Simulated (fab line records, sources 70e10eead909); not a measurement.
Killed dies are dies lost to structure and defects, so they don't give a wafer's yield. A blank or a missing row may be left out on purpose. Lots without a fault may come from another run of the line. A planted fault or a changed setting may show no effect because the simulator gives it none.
Chamber matching | flow nand_harc | NHARC_A_CHANNEL_FILL_D1_STRIP_28 on rie_diel-05: 4 sister chambers
The step strips in O2, time 20 s. 22 wafers are shown with their chamber, then 11 later ones without.

WAFERS WITH THEIR CHAMBER
wafer  | chamber | drypump_motor_current_A (A) | oes_product_au (a.u.) | rf_vpp_V (V)
L074.2 | 2       | 5.7                         | 0.991                 | 57.1
L074.3 | 3       | 5.6                         | 1.000                 | 58.6
L074.5 | 0       | 5.5                         | 0.980                 | 58.9
L075.2 | 3       | 5.6                         | 1.008                 | 56.7
L075.3 | 1       | 5.9                         | 1.006                 | 58.1
L075.4 | 0       | 5.5                         | 0.991                 | 57.5
L078.1 | 2       | 5.7                         | 1.006                 | 56.9
L078.3 | 0       | 5.5                         | 0.987                 | 57.2
L078.5 | 1       | 6.0                         | 0.994                 | 57.9
L081.3 | 1       | 6.0                         | 1.000                 | 57.8
L081.4 | 2       | 5.8                         | 0.990                 | 58.5
L081.6 | 1       | 6.0                         | 0.995                 | 57.2
L083.1 | 0       | 5.5                         | 0.985                 | 59.3
L083.2 | 1       | 5.9                         | 0.996                 | 58.1
L083.6 | 3       | 5.6                         | 0.970                 | 58.0
L087.4 | 0       | 5.5                         | 0.993                 | 57.4
L087.5 | 3       | 5.6                         | 0.982                 | 57.3
L087.6 | 2       | 5.7                         | 0.985                 | 57.5
L088.2 | 2       | 5.7                         | 0.981                 | 58.0
L088.4 | 0       | 5.5                         | 0.982                 | 60.1
L088.5 | 1       | 6.0                         | 0.992                 | 59.5
L091.4 | 2       | 5.8                         | 0.997                 | 57.2

SIGNATURES (means of the wafers above)
reading                 | chamber 0 | chamber 1 | chamber 2 | chamber 3 | scatter within a chamber
drypump_motor_current_A | 5.500     | 5.967     | 5.733     | 5.600     | 0.0385
oes_product_au          | 0.98633   | 0.99717   | 0.99167   | 0.99000   | 0.00925
rf_vpp_V                | 58.400    | 58.100    | 57.533    | 57.650    | 0.882
Rule: a wafer's distance from a chamber is the root of the sum, over the readings, of the square of ((its reading less the chamber's mean) divided by the reading's scatter). The wafer belongs to the nearest chamber; if the next one is less than 2 further off, it can't be placed. The scatter: the root of (the sum of the squares of (reading less its chamber's mean) over the shown wafers, divided by (wafers less chambers)).

WAFERS WITHOUT THEIR CHAMBER
wafer  | drypump_motor_current_A (A) | oes_product_au (a.u.) | rf_vpp_V (V)
L091.5 | 5.6                         | 0.987                 | 56.4
L091.6 | 5.5                         | 0.978                 | 57.0
L092.3 | 5.9                         | 0.986                 | 57.8
L092.4 | 5.7                         | 0.987                 | 58.7
L092.6 | 5.6                         | 0.982                 | 58.6
L094.4 | 5.6                         | 0.999                 | 57.7
L094.5 | 5.6                         | 1.007                 | 57.4
L094.6 | 5.7                         | 0.992                 | 56.9
L096.1 | 5.6                         | 1.008                 | 58.3
L096.2 | 5.8                         | 1.000                 | 58.2
L096.4 | 5.9                         | 1.012                 | 57.2

WHICH CHAMBER EACH WENT THROUGH
wafer  | from the rows above          | in truth
L091.5 | can't be placed: 3 or 0      | 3
L091.6 | can't be placed: 0 or 3      | 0
L092.3 | 1                            | 1
L092.4 | can't be placed: 2 or 3      | 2
L092.6 | can't be placed: 3 or 0      | 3
L094.4 | 3                            | 3
L094.5 | can't be placed: 3 or 0 or 2 | 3
L094.6 | can't be placed: 2 or 3      | 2
L096.1 | can't be placed: 3 or 0 or 2 | 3
L096.2 | 2                            | 2
L096.4 | 1                            | 1
Placed correctly: 4 of 11. Can't be placed from these rows: 7 (the true chamber is among the candidates in 7). Placed wrongly: 0.
